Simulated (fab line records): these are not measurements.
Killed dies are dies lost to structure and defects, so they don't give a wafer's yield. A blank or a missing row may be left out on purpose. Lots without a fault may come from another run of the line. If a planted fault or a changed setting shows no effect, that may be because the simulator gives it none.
Matching of chambers	flow n5 finfet	N5_HKMG_FIN_ALD_91 on ald metal-02 has 4 sister chambers
The step deposits TiN, target thk 1 nm, pulse time 1 s, purge time 3 s. 4 wafers are shown with their chamber, then 9 later ones without.

== EACH WAFER AND ITS CHAMBER ==
wafer	chamber	heater power w (W)
L086.3	3	883
L086.4	2	854
L087.3	0	790
L087.5	1	971

== WAFERS MISSING THEIR CHAMBER ==
wafer	heater power w (W)
L088.2	805
L088.4	887
L088.5	875
L090.3	865
L090.4	970
L090.5	979
L093.2	846
L093.3	970
L093.4	891

== THE CHAMBER EACH PASSED THROUGH ==
wafer	from the rows above	in truth
L088.2	0	0
L088.4	3	3
L088.5	can't be placed: 3 or 2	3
L090.3	can't be placed: 2 or 3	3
L090.4	1	1
L090.5	1	1
L093.2	2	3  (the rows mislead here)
L093.3	1	1
L093.4	3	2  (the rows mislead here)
Correct placement for 5 of the 9. From these rows, 2 cannot be placed; in 2 the true chamber is one of the candidates. 2 placed wrongly.
How it was worked out, from the rows above alone: a wafer's distance from a chamber is the root of the sum, over the readings, of the square of ((its reading less the chamber's mean) divided by the reading's scatter). The wafer belongs to the nearest chamber; if the next one is less than 2 further off, it can't be placed. The mean given for a chamber averages the wafers shown for that chamber. The scatter: with one shown wafer a chamber, the root of the mean of the squares of how far each hidden wafer lies from its nearest shown one.
